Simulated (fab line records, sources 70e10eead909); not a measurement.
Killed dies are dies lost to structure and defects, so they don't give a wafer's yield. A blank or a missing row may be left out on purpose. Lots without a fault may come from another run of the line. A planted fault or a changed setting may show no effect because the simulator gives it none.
fab line records | flow nand_harc
record lots=14 wafers=42 last_day=33
route steps=1302 shown A_M1@1190 A_BONDPAD@1202
lots that met no fault: from a run of the same line without faults
start_h: hours from the record's first day to the start of the lot's first wafer shown | wait_h: hours since the lot's step before | " the same as in the row above | L1.1+2: a row that stands for several wafers | - no value, or no start given | * or withheld: withheld | < > ~ a bound
route shown NAME@n: a module of which the file shows steps, and the number in the route of the first | usual: mean/standard deviation of fault-free wafers | same: alike in all rows | chamber/n: place in a boat | sites: the reading at each site | _std_site: their standard deviation | _edge_site: outer sites' mean less inner sites' | radius_mm: how far each site lies from the wafer's centre | mask NAME#n: copy n | behind: the tool/chamber that last shaped the wafer | hold: why the lot was held/for how many hours/how that ended | device: the transistor (n, p or np) that didn't switch | end of line: the same wafers' tests at the end of the route | a step without rows: its recipe alone | killed: dies lost to structure and defects at the first sort, not the wafer's yield | map: a wafer's dies, x killed, . not, _ none there
set.NAME: the setting as run; set.NAME@STEP: as run at that earlier step | model.NAME: the simulator's own value behind a step, which no gauge read
steps of the route over a sample of lots; a table a step, a row a wafer
services: from which hour (start_h, from the record's first day; less than 0 if before it) a tool's chamber was out of use, for how many hours, and why
## steps
# step NHARC_A_M1_PRE_CLEAN_30
# recipe time_s=30 temp_c=280 gas=H2/He
# usual heater_power_w=399/43
# columns lot.wafer tool chamber start_h wait_h heater_power_w
L917.4 pvd_sputter-01 - - - 406
L917.3 " - " " 364
L917.5 " - " " 409
L916.1 pvd_sputter-02 - - - 430
L916.4 " - " " 348
L916.6 " - " " 432
L918.3 pvd_sputter-01 - - - 495
L918.5 " - " " 406
L918.6 " - " " 494
L919.3 pvd_sputter-02 - - - 424
L919.4 " - " " 345
L919.2 " - " " 365
L922.1 pvd_sputter-02 - - - 353
L922.6 " - " " 371
L922.5 " - " " 427
L921.4 pvd_sputter-01 - - - 376
L921.3 " - " " 399
L921.5 " - " " 396
L924.3 pvd_sputter-02 - - - 346
L924.4 " - " " 368
L924.6 " - " " 423
L925.1 pvd_sputter-01 - - - 389
L925.4 " - " " 384
L925.5 " - " " 393
L927.1 pvd_sputter-01 - - - 479
L927.4 " - " " 388
L927.3 " - " " 399
L926.2 pvd_sputter-02 - - - 423
L926.3 " - " " 343
L926.5 " - " " 364
L932.3 pvd_sputter-02 - - - 427
L932.1 " - " " 373
L932.5 " - " " 430
L934.2 pvd_sputter-03 - - - 366
L934.3 " - " " 322
L934.1 " - " " 418
L936.1 pvd_sputter-01 - - - 376
L936.4 " - " " 395
L936.6 " - " " 379
L939.1 pvd_sputter-03 - - - 364
L939.4 " - " " 324
L939.5 " - " " 366
# step NHARC_A_M1_PVD_20
# recipe target_thk_a=50 bias_v=168.6 power_w=15000 chamber_pressure_pa=0.12 time_s=8.06 substrate_temp_c=50 material=TaN
# usual throttle_valve_pct=30.3/1
# columns lot.wafer tool chamber start_h wait_h throttle_valve_pct
L917.3 pvd_sputter-01 - - - 30.1
L917.4 " - " " 30.3
L917.5 " - " " 29.4
L916.4 pvd_sputter-02 - - - 31.7
L916.1 " - " " 30.6
L916.6 " - " " 30.7
L918.3 pvd_sputter-01 - - - 29.6
L918.5 " - " " 30.0
L918.6 " - " " 30.0
L919.4 pvd_sputter-02 - - - 30.9
L919.3 " - " " 31.8
L919.2 " - " " 31.8
L922.1 pvd_sputter-02 - - - 30.7
L922.5 " - " " 32.2
L922.6 " - " " 30.4
L921.4 pvd_sputter-01 - - - 29.3
L921.3 " - " " 29.1
L921.5 " - " " 28.7
L924.3 pvd_sputter-02 - - - 31.0
L924.4 " - " " 31.4
L924.6 " - " " 31.7
L925.1 pvd_sputter-01 - - - 28.6
L925.4 " - " " 30.4
L925.5 " - " " 28.6
L927.3 pvd_sputter-01 - - - 29.7
L927.4 " - " " 29.1
L927.1 " - " " 28.8
L926.3 pvd_sputter-02 - - - 30.8
L926.2 " - " " 31.4
L926.5 " - " " 30.5
L932.3 pvd_sputter-02 - - - 30.2
L932.1 " - " " 31.2
L932.5 " - " " 30.1
L934.2 pvd_sputter-03 - - - 29.5
L934.1 " - " " 29.5
L934.3 " - " " 30.5
L936.1 pvd_sputter-01 - - - 29.1
L936.4 " - " " 29.1
L936.6 " - " " 30.9
L939.4 pvd_sputter-03 - - - 30.4
L939.1 " - " " 30.0
L939.5 " - " " 30.4
# step NHARC_A_M1_ECD_22
# recipe target_thk_a=4000 bath_temp_c=25 material=Cu
# columns lot.wafer tool chamber start_h wait_h
L917.4+3+5 ecd_cu-02 1,0,1 542.45 -
L916.1+4+6 ecd_cu-01 1 543.49 -
L918.3+5+6 ecd_cu-02 1,0,1 548.48 -
L919.2+4+3 ecd_cu-01 0,0,1 583.69 -
L922.1+6+5 ecd_cu-02 0,1,0 586.79 -
L921.4+3+5 ecd_cu-01 0,1,1 593.02 -
L924.3+4+6 ecd_cu-02 1,0,0 612.30 -
L925.1+4+5 ecd_cu-02 1,1,0 612.71 -
L927.1+3+4 ecd_cu-01 1,0,1 627.85 -
L926.2+3+5 ecd_cu-01 1 634.51 -
L932.1+3+5 ecd_cu-01 0,1,1 677.49 -
L934.1+2+3 ecd_cu-01 1,0,1 727.70 -
L936.1+4+6 ecd_cu-01 1,1,0 740.94 -
L939.1+4+5 ecd_cu-02 1,1,0 763.45 -
# step NHARC_A_M1_CMP_23
# recipe t_overpolish_s=20 target_thk_nm=154.34
# usual motor_current_A=12.1/1.2 slurry_flow_ml_min=150.0/0.5 time_to_endpoint_s=27.8/2.3
# columns lot.wafer tool chamber start_h wait_h motor_current_A slurry_flow_ml_min time_to_endpoint_s
L917.3 cmp-04 1 543.08 - 10.6 150.1 25.8
L917.4 " 3 " " 10.6 151.0 26.7
L917.5 " 1 " " 10.3 149.7 26.0
L916.1 cmp-01 0 544.21 - 13.1 149.4 28.3
L916.4 " 1 " " 11.9 150.5 25.1
L916.6 " 3 " " 13.0 149.1 23.9
L918.3 cmp-01 1 549.07 - 11.5 150.4 26.2
L918.5 " 0 " " 14.0 150.1 27.4
L918.6 " 1 " " 11.5 149.4 26.1
L919.3 cmp-01 2 584.42 - 12.5 150.1 27.0
L919.4 " 3 " " 13.5 150.1 28.6
L919.2 " 1 " " 11.4 150.0 27.0
L922.1 cmp-01 3 587.55 - 12.7 149.7 27.7
L922.5 " 0 " " 13.7 149.5 27.4
L922.6 " 1 " " 11.5 149.6 26.0
L921.4 cmp-01 3 593.68 - 12.7 150.3 25.6
L921.3 " 0 " " 14.1 150.9 29.2
L921.5 " 3 " " 12.8 150.9 25.1
L924.4 cmp-04 2 612.92 - 13.2 149.7 30.5
L924.3 " 0 " " 10.0 149.5 35.7
L924.6 " 2 " " 13.4 150.4 30.8
L925.1 cmp-03 2 613.43 - 12.1 150.6 27.9
L925.4 " 1 " " 12.1 150.2 29.6
L925.5 " 2 " " 11.8 149.9 28.4
L927.1 cmp-03 0 628.52 - 11.3 150.3 24.4
L927.4 " 2 " " 12.4 150.6 26.4
L927.3 " 3 " " 13.1 150.1 26.3
L926.2 cmp-01 1 635.28 - 11.2 149.9 29.4
L926.3 " 2 " " 12.5 149.0 27.3
L926.5 " 0 " " 13.0 149.7 30.5
L932.1 cmp-04 2 678.21 - 14.6 149.7 26.2
L932.3 " 3 " " 11.5 150.5 26.4
L932.5 " 3 " " 10.9 150.2 25.4
L934.2 cmp-03 2 728.53 - 12.1 149.7 12.7
L934.1 " 3 " " 12.2 149.5 27.0
L934.3 " 1 " " 12.1 149.9 30.4
L936.4 cmp-01 2 741.69 - 12.8 150.3 25.5
L936.1 " 3 " " 13.0 150.4 27.3
L936.6 " 1 " " 11.0 150.6 8.1
L939.4 cmp-04 3 764.18 - 11.0 149.7 25.1
L939.1 " 1 " " 10.9 150.3 28.5
L939.5 " 3 " " 10.6 150.4 26.0
# step NHARC_A_BONDPAD_DEP_00
# recipe target_thk_a=2500 temp_c=370 target_thk_nm=250 pressure_torr=3 flow_sccm=200 rf_w=450 material=SiCN
# usual chamber_pressure_Torr=3.000/0.0067 heater_power_w=621/75
# columns lot.wafer tool chamber start_h wait_h chamber_pressure_Torr heater_power_w
L917.3 pecvd-01 2 544.53 - 2.999 727
L917.5 " 0 " " 2.999 699
L917.4 " 2 " " 2.995 724
L916.1 pecvd-02 0 545.51 - 3.008 624
L916.4 " 1 " " 2.979 512
L916.6 " 2 " " 3.006 629
L918.3 pecvd-01 0 550.45 - 3.006 613
L918.5 " 0 " " 3.017 653
L918.6 " 1 " " 3.007 661
L919.2 pecvd-04 1 - - 3.001 631
L919.3 " 2 " " 3.004 600
L919.4 " 0 " " 2.994 603
L922.1 pecvd-04 0 588.64 - 2.999 619
L922.5 " 0 " " 2.998 502
L922.6 " 2 " " 3.000 513
L921.3 pecvd-04 2 - - 3.000 636
L921.5 " 0 " " 2.999 583
L921.4 " 1 " " 3.007 621
L924.3 pecvd-02 2 614.09 - 3.006 606
L924.6 " 2 " " 2.998 628
L924.4 " 0 " " 3.008 576
L925.1 pecvd-01 1 614.65 - 3.007 661
L925.5 " 1 " " 3.016 674
L925.4 " 2 " " 2.998 750
L927.1 pecvd-04 1 - - 3.002 578
L927.3 " 2 " " 3.000 534
L927.4 " 1 " " 2.996 598
L926.2 pecvd-02 0 636.67 - 2.989 580
L926.3 " 2 " " 2.995 553
L926.5 " 1 " " 2.997 482
L932.3 pecvd-02 2 679.42 - 3.002 615
L932.1 " 0 " " 2.999 577
L932.5 " 2 " " 3.008 608
L934.3 pecvd-04 0 729.70 - 2.999 646
L934.1 " 1 " " 2.997 594
L936.1 pecvd-02 2 742.84 - 3.002 582
L936.4 " 1 " " 2.994 481
L939.1 pecvd-02 1 765.34 - 2.998 522
L939.4 " 1 " " 2.993 514
L939.5 " 2 " " 3.003 641
## services
# columns tool chamber start_h hours kind
pvd_sputter-02 - 520.14 3.2 repair
ecd_cu-02 - 520.45 0.7 repair
pvd_sputter-03 - 526.18 10.0 pm
pvd_sputter-01 - 531.79 2.0 repair
cmp-01 - 544.81 0.8 repair
pvd_sputter-01 - 559.06 1.4 repair
cmp-01 - 561.08 0.4 repair
cmp-01 - 562.22 2.2 repair
pecvd-02 - 564.00 3.3 repair
cmp-01 - 577.82 4.0 pm
pvd_sputter-01 - 582.00 10.0 pm
pecvd-02 - 589.38 13.0 pm
ecd_cu-02 - 596.09 8.0 pm
pecvd-02 - 627.41 1.7 repair
pecvd-04 - 631.51 13.0 pm
pvd_sputter-02 - 638.00 10.0 pm
pecvd-02 - 645.17 0.7 repair
cmp-01 - 675.82 4.0 pm
ecd_cu-01 - 688.14 8.0 pm
ecd_cu-02 - 697.85 1.4 repair
pvd_sputter-02 - 709.67 4.8 repair
cmp-01 - 725.25 4.1 repair
pecvd-04 - 758.19 2.8 repair
pvd_sputter-01 - 760.00 10.0 pm
## key
first_sign step=NHARC_A_M1_CMP_23 reading=time_to_endpoint_s direction=down sigmas=7.6 usual=* struck=*
effect none on later readings
met_at NHARC_A_M1_ECD_22
struck_lots L934,L936
struck_wafers L934.2,L936.6
later_rows_left_out L934.2,L936.6
sort_left_out L934.2,L936.6
not_acting_at NHARC_A_M1_PRE_CLEAN_30,NHARC_A_M1_PVD_20,NHARC_A_BONDPAD_DEP_00
onset_between 677.49 727.70
fault kind=process_parameter_drift tool=ecd_cu-01 chamber=0 onset_h=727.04 steps=NHARC_A_M1_ECD_22 channel=target_thk_a offset=* shape=step end_h=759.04 acts_in=* stated=*
# sort_left_out: the simulated sort isn't trusted on such a fault, so these wafers' sort isn't shown, and their yield isn't known
# later_rows_left_out: the simulator's readings of these wafers behind a module that went badly wrong aren't trusted and aren't shown, but for the sort
